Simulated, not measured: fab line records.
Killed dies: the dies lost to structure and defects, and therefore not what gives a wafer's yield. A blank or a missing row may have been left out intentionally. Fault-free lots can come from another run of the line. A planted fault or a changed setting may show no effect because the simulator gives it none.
Which tool was responsible? + flow nand harc + 42 wafers from 14 lots sampled at 5 of the route's 1302 steps

== WHAT THE GAUGES SHOWED, per wafer ==
NHARC_END_SORT_01.
| lot  | measured     | on        | killed at array | killed at other | killed at periphery | killed dies | killed open | killed short |
|------|--------------|-----------|-----------------|-----------------|---------------------|-------------|-------------|--------------|
| L864 | day 30 20:07 | prober-02 | 63 88 52        | 0 0 0           | 79 57 50            | 142 145 102 | 6 3 3       | 3 4 3        |
| L865 | day 31 15:01 | prober-02 | 35 44 39        | 4 0 1           | 112 58 79           | 151 102 119 | 1 1 0       | 2 3 3        |

== WHICH TOOL RAN EACH LOT (tool, then ch and the chambers of the sampled wafers, then the start) ==
| lot  | NHARC_P_CONTACT_PRE_CLEAN_39 | NHARC_A_BONDPAD_PVD_17                  | NHARC_THIN_TSV_CMP_01         | NHARC_THIN_TSV_ETCHBACK_48         |
|------|------------------------------|-----------------------------------------|-------------------------------|------------------------------------|
| L848 | pvd sputter-01, day 6 07:11  | pvd sputter-02, day 24 09:08 or earlier | cmp-03 ch 1,2, day 24 09:08   | rie diel-13 ch 0,1,3, day 24 12:46 |
| L849 | pvd sputter-02, day 6 09:50  | pvd sputter-01, day 24 00:45 or earlier | cmp-04 ch 0,2,3, day 24 00:45 | rie diel-02 ch 1,2, day 24 04:16   |
| L850 | pvd sputter-02, day 6 19:15  | pvd sputter-02, day 24 21:41 or earlier | cmp-04 ch 0,1,3, day 24 21:41 | rie diel-01 ch 0,3, day 25 01:13   |
| L852 | pvd sputter-01, day 7 11:34  | pvd sputter-02, day 25 15:47 or earlier | cmp-04 ch 0,2,3, day 25 15:47 | rie diel-02 ch 2,3, day 25 19:17   |
| L851 | pvd sputter-02, day 7 12:01  | pvd sputter-03, day 25 07:51 or earlier | cmp-04 ch 0,1,2, day 25 07:51 | rie diel-02 ch 0,1, day 25 11:26   |
| L853 | pvd sputter-02, day 8 03:02  | pvd sputter-01, day 26 07:33 or earlier | cmp-01 ch 0,1,2, day 26 07:33 | rie diel-13 ch 0,1,3, day 26 11:08 |
| L854 | pvd sputter-03, day 8 14:24  | pvd sputter-02, day 26 08:46 or earlier | cmp-03 ch 0,3, day 26 08:46   | rie diel-01 ch 0,1,3, day 26 12:23 |
| L855 | pvd sputter-01, day 8 22:53  | pvd sputter-03, day 26 19:22 or earlier | cmp-01 ch 1,2,3, day 26 19:22 | rie diel-13 ch 0,1,3, day 26 22:56 |
| L860 | pvd sputter-02, day 10 19:47 | pvd sputter-03, day 28 02:15 or earlier | cmp-01 ch 0,2,3, day 28 02:15 | rie diel-13 ch 0,1,3, day 28 05:52 |
| L864 | pvd sputter-03, day 12 19:47 | pvd sputter-03, day 30 03:08 or earlier | cmp-04 ch 0,2,3, day 30 03:08 | rie diel-02 ch 1,2,3, day 30 07:06 |
| L865 | pvd sputter-03, day 13 02:43 | pvd sputter-02, day 30 22:49 or earlier | cmp-01 ch 0,1,2, day 30 22:49 | rie diel-02 ch 0,2,3, day 31 02:23 |
| L866 | pvd sputter-02, day 13 09:34 | pvd sputter-01, day 31 00:01 or earlier | cmp-01 ch 2,3, day 31 00:01   | rie diel-02 ch 1,3, day 31 03:26   |
| L868 | pvd sputter-02, day 14 14:17 | pvd sputter-01, day 32 01:14 or earlier | cmp-03 ch 0,1,3, day 32 01:14 | rie diel-01 ch 0,1,3, day 32 04:50 |
| L871 | pvd sputter-02, day 15 20:33 | pvd sputter-03, day 34 01:41 or earlier | cmp-03 ch 0,1,3, day 34 01:41 | rie diel-13 ch 0,2,3, day 34 05:17 |
- NHARC_P_CONTACT_PRE_CLEAN_39: time 19.5 s.
- NHARC_A_BONDPAD_PVD_17: deposits TaN, target thk 5 nm, time 8.06 s.
- NHARC_THIN_TSV_CMP_01: polishes.
- NHARC_THIN_TSV_ETCHBACK_48: etches the open film in C4F8/Ar, target depth 1028.5 nm, time 405.17 s.

== WHAT THE TOOLS THEMSELVES READ (means of the sampled wafers that have a number; where no wafer has one, the mark that the record gives instead) ==
NHARC_A_BONDPAD_PVD_17.
| lot  | tool           | cathode dc power W (W) | substrate temp c (C) | throttle valve pct (%) |
|------|----------------|------------------------|----------------------|------------------------|
| L848 | pvd sputter-02 | 15000                  | 49.94                | 30.4                   |
| L849 | pvd sputter-01 | 14999                  | 50.06                | 29.7                   |
| L850 | pvd sputter-02 | 14999                  | 49.92                | 30.6                   |
| L852 | pvd sputter-02 | 14999                  | 49.81                | 30.2                   |
| L851 | pvd sputter-03 | 15001                  | 50.02                | 30.0                   |
| L853 | pvd sputter-01 | 15003                  | 50.06                | 30.1                   |
| L854 | pvd sputter-02 | 15002                  | 49.99                | 29.0                   |
| L855 | pvd sputter-03 | 15000                  | 50.02                | 30.1                   |
| L860 | pvd sputter-03 | 14997                  | 49.94                | 30.5                   |
| L864 | pvd sputter-03 | 15004                  | 50.05                | 30.0                   |
| L865 | pvd sputter-02 | 14998                  | 49.95                | 30.6                   |
| L866 | pvd sputter-01 | 14999                  | 49.94                | 30.2                   |
| L868 | pvd sputter-01 | 15002                  | 49.96                | 29.4                   |
| L871 | pvd sputter-03 | 15001                  | 50.03                | 31.1                   |

NHARC_THIN_TSV_CMP_01.
| lot  | tool   | motor current A (A) |
|------|--------|---------------------|
| L848 | cmp-03 | 11.0                |
| L849 | cmp-04 | 13.0                |
| L850 | cmp-04 | 13.0                |
| L852 | cmp-04 | 13.1                |
| L851 | cmp-04 | 12.9                |
| L853 | cmp-01 | 10.9                |
| L854 | cmp-03 | 11.4                |
| L855 | cmp-01 | 11.3                |
| L860 | cmp-01 | 11.5                |
| L864 | cmp-04 | 13.1                |
| L865 | cmp-01 | 11.3                |
| L866 | cmp-01 | 11.5                |
| L868 | cmp-03 | 11.6                |
| L871 | cmp-03 | 11.5                |

NHARC_THIN_TSV_ETCHBACK_48.
| lot  | tool        | oes product au (a.u.) | rf vpp V (V) |
|------|-------------|-----------------------|--------------|
| L848 | rie diel-13 | 0.989                 | 547.5        |
| L849 | rie diel-02 | 0.926                 | 543.1        |
| L850 | rie diel-01 | 1.008                 | 543.5        |
| L852 | rie diel-02 | 0.992                 | 546.3        |
| L851 | rie diel-02 | 0.971                 | 543.1        |
| L853 | rie diel-13 | 0.919                 | 547.0        |
| L854 | rie diel-01 | 0.967                 | 545.4        |
| L855 | rie diel-13 | 0.967                 | 548.2        |
| L860 | rie diel-13 | 0.914                 | 547.8        |
| L864 | rie diel-02 | 0.942                 | 545.6        |
| L865 | rie diel-02 | 0.944                 | 545.2        |
| L866 | rie diel-02 | 0.940                 | 544.4        |
| L868 | rie diel-01 | 0.965                 | 544.4        |
| L871 | rie diel-13 | 0.947                 | 547.5        |

== THE ANSWER, worked out from the rows above alone ==
Rule: the usual values come from the lots themselves. The widest of any qualifying gaps counts: lots, ordered by their means at a reading, are off when they make up no more than a third of the lots, leave a main group of 4 or more, and stand apart from it by 3 or more times the standard deviation of that group's means. If all means in a main group match to the digits the tables above print for the reading, that group is not used. A lot without any number at a reading at which 4 lots or more have one is off too. Any other lot the step has rows for is counted as sound. The gauges are gone through in route order, then the tools' own readings, and for those a lot's mean is taken as printed above. The first step at which some lot is off is used, and at that step the reading that is off furthest; a lot without a number counts as furthest.
No lot is off at any reading shown: from this, nothing can be told.

== WHAT THE SIMULATOR PUT IN ==
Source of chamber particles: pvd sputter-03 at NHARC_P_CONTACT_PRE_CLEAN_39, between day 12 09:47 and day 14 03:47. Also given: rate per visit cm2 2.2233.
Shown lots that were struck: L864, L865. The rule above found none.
